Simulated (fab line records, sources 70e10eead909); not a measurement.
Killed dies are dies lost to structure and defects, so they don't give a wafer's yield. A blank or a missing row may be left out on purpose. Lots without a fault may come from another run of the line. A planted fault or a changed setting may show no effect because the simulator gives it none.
A struck lot beside a sound one | flow nand_harc | 40 steps out of a route of 1159
Sound: wafers L957.1, L957.2, L957.5. Struck: wafers L946.3, L946.4, L946.6. The cause comes at the end.
At each step with rows: each side's tool, then ch and its chambers, then its first start. Under that, the readings that differ: sound wafers | struck wafers | difference of the means | sigmas: that difference in standard deviations of wafers without a fault.
alike: readings whose means differ by less than 2 such deviations, and words and numbers that are the same on both sides. not compared: withheld readings, readings that some wafer has no value for, bounds like >300 that may hide the same value, and numbers for which the record gives no deviation and whose values overlap.
The two part at a step that has a row with sigmas, a row that says differs or no value, or rows on one side only. Numbers that don't overlap but have no deviation are shown without sigmas and don't part them. A reading that every wafer of one side lacks parts them only if that side has two wafers or more.

first, 9 steps without rows for these wafers: NHARC_A_CONTACT_COAT_62 (time 65 s); NHARC_A_CONTACT_COAT_63 (resist thk 90 nm); NHARC_A_CONTACT_SOFTBAKE_64 (time 55 s); NHARC_A_CONTACT_EBR_65; NHARC_A_CONTACT_EXPOSE_66 (exposes mask A CC 2); NHARC_A_CONTACT_PEB_67 (peb time 65 s); NHARC_A_CONTACT_DEVELOP_68 (develop time 35 s); NHARC_A_CONTACT_DESCUM_74 (chemistry O2, time 3 s); NHARC_A_CONTACT_ETCH_75 (etches the open film in CF4, target depth 39 nm, time 65 s).
NHARC_A_CONTACT_ETCH_76: etches the open film in N2/H2, target depth 260 nm, time 475.3 s.
  sound on rie_diel-05 ch 0,1,3, day 22 12:43; struck on rie_diel-04 ch 1,2,3, day 19 22:11
  alike: drypump_motor_current_A, oes_product_au, rf_vpp_V, showerhead_plenum_p_Torr, throttle_valve_pct
  not compared: rf_hours_counter_h
then, 28 steps without rows for these wafers: NHARC_A_CONTACT_ETCH_77 (etches the open film in CF4/CHF3, target depth 72.6 nm, time 36.3 s); NHARC_A_CONTACT_ETCH_78 (etches the open film in O2/COS, target depth 2800 nm, time 728 s); NHARC_A_CONTACT_ETCH_124 (etches the open film in C4F8/O2/Ar, time 140 s, target depth 700 nm); NHARC_A_CONTACT_ETCH_125 (etches the open film in C4F8/O2/Ar, time 155 s, target depth 956 nm); NHARC_A_CONTACT_ETCH_126 (etches the open film in C4F8/O2/Ar, time 155 s, target depth 956 nm); NHARC_A_CONTACT_ETCH_127 (etches the open film in C4F8/O2/Ar, time 155 s, target depth 956 nm); NHARC_A_CONTACT_ETCH_128 (etches the open film in C4F8/O2/Ar, time 155 s, target depth 956 nm); NHARC_A_CONTACT_ETCH_129 (etches the open film in C4F8/O2/Ar, time 155 s, target depth 956 nm); NHARC_A_CONTACT_ETCH_130 (etches the open film in C4F8/O2/Ar, time 155 s, target depth 956 nm); NHARC_A_CONTACT_ETCH_131 (etches the open film in C4F8/O2/Ar, time 155 s, target depth 956 nm); NHARC_A_CONTACT_ETCH_132 (etches the open film in C4F8/O2/Ar, time 156 s, target depth 958 nm); NHARC_A_CONTACT_ETCH_133 (etches the open film in C4F8/O2/Ar, time 195 s, target depth 840 nm); NHARC_A_CONTACT_ETCH_91 (etches the open film in CH3F/O2, target depth 40 nm, time 85.7 s); NHARC_A_CONTACT_ETCH_97 (etches the open film in C4F6/O2, target depth 20 nm, time 10 s); NHARC_A_CONTACT_STRIP_103 (strips in N2/H2); NHARC_A_CONTACT_STRIP_104 (strips in CF4/CHF3); NHARC_A_CONTACT_STRIP_105 (strips in O2/COS); NHARC_A_CONTACT_ETCH_106 (etches the open film in CF4/O2, target depth 60 nm, overetch 6 nm, time 33 s); NHARC_A_CONTACT_STRIP_82 (strips in O2); NHARC_A_CONTACT_STRIP_83 (strips in post etch residue remover, time 600 s); NHARC_A_CONTACT_DEP_84 (deposits aC, target thk 2000 nm); NHARC_A_CONTACT_DEP_85 (deposits SiON, target thk 50 nm); NHARC_A_CONTACT_DEHYDRATE_00 (time 120 s); NHARC_A_CONTACT_HMDS_01 (time 30 s); NHARC_A_CONTACT_COAT_86 (time 75 s); NHARC_A_CONTACT_COAT_87 (time 65 s); NHARC_A_CONTACT_COAT_02 (resist thk 90 nm); NHARC_A_CONTACT_SOFTBAKE_03 (time 55 s).
NHARC_A_CONTACT_DESCUM_13: chemistry O2, time 3 s.
  sound on rie_diel-04 ch 1,2, day 22 19:17; struck on rie_diel-04 ch 0,2,3, day 20 07:40
  reading | sound | struck                                                                     | difference                   | sigmas
  hold    | - - - | await_dispo/2.2h/release await_dispo/2.2h/release await_dispo/2.2h/release | no value on the sound wafers |
  alike: drypump_motor_current_A, oes_product_au, rf_vpp_V, showerhead_plenum_p_Torr, throttle_valve_pct
  not compared: rf_hours_counter_h
-- the record jumps here: 3 days lie between the struck wafers' starts before and after (it left off in module A_CONTACT and takes up again in module END, whose first step shown is number 1159 of the route) --
NHARC_END_SORT_01:
  the record has rows for the struck wafers here (prober-02 ch 0, day 23 02:08) and none for the sound ones

WHERE THEY PART
First at NHARC_A_CONTACT_DESCUM_13; last, within this record, at NHARC_END_SORT_01.

WHY: what the simulator had put in
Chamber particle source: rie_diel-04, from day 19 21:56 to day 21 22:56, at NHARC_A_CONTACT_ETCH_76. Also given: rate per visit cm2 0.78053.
